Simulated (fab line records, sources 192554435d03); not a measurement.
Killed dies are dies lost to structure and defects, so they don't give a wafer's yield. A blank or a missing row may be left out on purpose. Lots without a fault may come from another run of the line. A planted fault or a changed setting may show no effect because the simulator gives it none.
Split-lot experiment | flow n5_finfet | 7 lots, 39 wafers read, on a route of 1938 steps

THE SPLIT
At N5_ZERO_LAYER_DEVELOP_10 (develop time 60 s), the setting develop_time_s was moved away from the recipe's 60 s on 18 of the 39 wafers read, by -32.5% to +40.1%. The other wafers ran this setting at the recipe's value.

FROM THE SPLIT TO THE READING: what the file shows between them, 1 step
- N5_ZERO_LAYER_HARDBAKE_23: time 120 s

THE READING
cd_nm, in nm, at N5_ZERO_LAYER_CD_MEAS_11 (target cd 2000 nm). Fault-free wafers of this fab line usually give 1999.6 nm, standard deviation 1.8 nm.

wafer  | tool, chamber at the split | develop_time_s as run, s | against the recipe | cd_nm, nm | against lot-mates on the recipe
L074.1 | litho_track-01, 0          | 60                       | recipe             | 1999.9    | -
L074.2 | litho_track-01, 0          | 60                       | recipe             | 1999.9    | -
L074.3 | litho_track-01, 0          | 60                       | recipe             | 1999.1    | -
L074.4 | litho_track-01, 0          | 43.92                    | -26.8%             | 1992.3    | -7.3
L074.5 | litho_track-01, 0          | 43.92                    | -26.8%             | 1992.4    | -7.2
L074.6 | litho_track-01, 0          | 43.92                    | -26.8%             | 1994.5    | -5.1
L075.1 | litho_track-01, 0          | 48.86                    | -18.6%             | 1997.4    | -4.4
L075.2 | litho_track-01, 0          | 48.86                    | -18.6%             | 1997.8    | -4.0
L075.3 | litho_track-01, 0          | 60                       | recipe             | 2002.5    | -
L075.4 | litho_track-01, 0          | 60                       | recipe             | 2000.9    | -
L075.5 | litho_track-01, 0          | 48.86                    | -18.6%             | 1996.5    | -5.3
L075.6 | litho_track-01, 0          | 60                       | recipe             | 2002.1    | -
L082.1 | litho_track-01, 0          | 60                       | recipe             | 2000.5    | -
L082.4 | litho_track-01, 0          | 60                       | recipe             | 1998.5    | -
L082.5 | litho_track-01, 0          | 60                       | recipe             | 1999.9    | -
L085.1 | litho_track-02, 0          | 75.23                    | +25.4%             | 2003.7    | +6.8
L085.2 | litho_track-02, 0          | 60                       | recipe             | 1994.6    | -
L085.3 | litho_track-02, 0          | 75.23                    | +25.4%             | 2003.0    | +6.1
L085.4 | litho_track-02, 0          | 75.23                    | +25.4%             | 2002.1    | +5.2
L085.5 | litho_track-02, 0          | 60                       | recipe             | 1999.5    | -
L085.6 | litho_track-02, 0          | 60                       | recipe             | 1996.7    | -
L088.1 | litho_track-01, 0          | 60                       | recipe             | 1997.5    | -
L088.2 | litho_track-01, 0          | 60                       | recipe             | 1997.4    | -
L088.3 | litho_track-01, 0          | 84.04                    | +40.1%             | 2005.3    | +6.7
L088.4 | litho_track-01, 0          | 60                       | recipe             | 2001.0    | -
L088.5 | litho_track-01, 0          | 84.04                    | +40.1%             | 2005.6    | +7.0
L088.6 | litho_track-01, 0          | 84.04                    | +40.1%             | 2007.3    | +8.7
L091.1 | litho_track-05, 0          | 60                       | recipe             | 2000.9    | -
L091.2 | litho_track-05, 0          | 45.59                    | -24.0%             | 1993.6    | -7.3
L091.3 | litho_track-05, 0          | 45.59                    | -24.0%             | 1997.5    | -3.4
L091.4 | litho_track-05, 0          | 45.59                    | -24.0%             | 1994.8    | -6.1
L091.5 | litho_track-05, 0          | 60                       | recipe             | 2000.8    | -
L091.6 | litho_track-05, 0          | 60                       | recipe             | 2000.9    | -
L095.1 | litho_track-02, 0          | 60                       | recipe             | 1996.4    | -
L095.2 | litho_track-02, 0          | 40.48                    | -32.5%             | 1991.8    | -7.3
L095.3 | litho_track-02, 0          | 40.48                    | -32.5%             | 1991.0    | -8.1
L095.4 | litho_track-02, 0          | 40.48                    | -32.5%             | 1988.0    | -11.1
L095.5 | litho_track-02, 0          | 60                       | recipe             | 2001.1    | -
L095.6 | litho_track-02, 0          | 60                       | recipe             | 1999.8    | -

THE FIT
A straight line over all 39 wafers: cd_nm changes by +0.192 nm for each +1% of develop_time_s; r = +0.89; the points scatter about the line by 2 nm.
The same after taking each lot's own level away (the mean of its wafers on the recipe; 39 wafers): +0.227 nm for each +1%; r = +0.95; scatter 1.4 nm.
On that fit, the largest move of develop_time_s shifts the reading by 9.1 nm.
The lots' own levels span 1996.93 to 2001.83 nm, that is 2.7 times the standard deviation above.
So the lot-to-lot level changes the slope: the two fits differ.
Check: with one of the wafers moved furthest among these (+40.1%) left out of the fit, the line predicts +9.17 nm for it against its lot-mates. It came out at +6.67 nm against them.

THE FILE'S OWN FIT
cd_nm changes by +0.229 nm for each +1% of develop_time_s, r = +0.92.
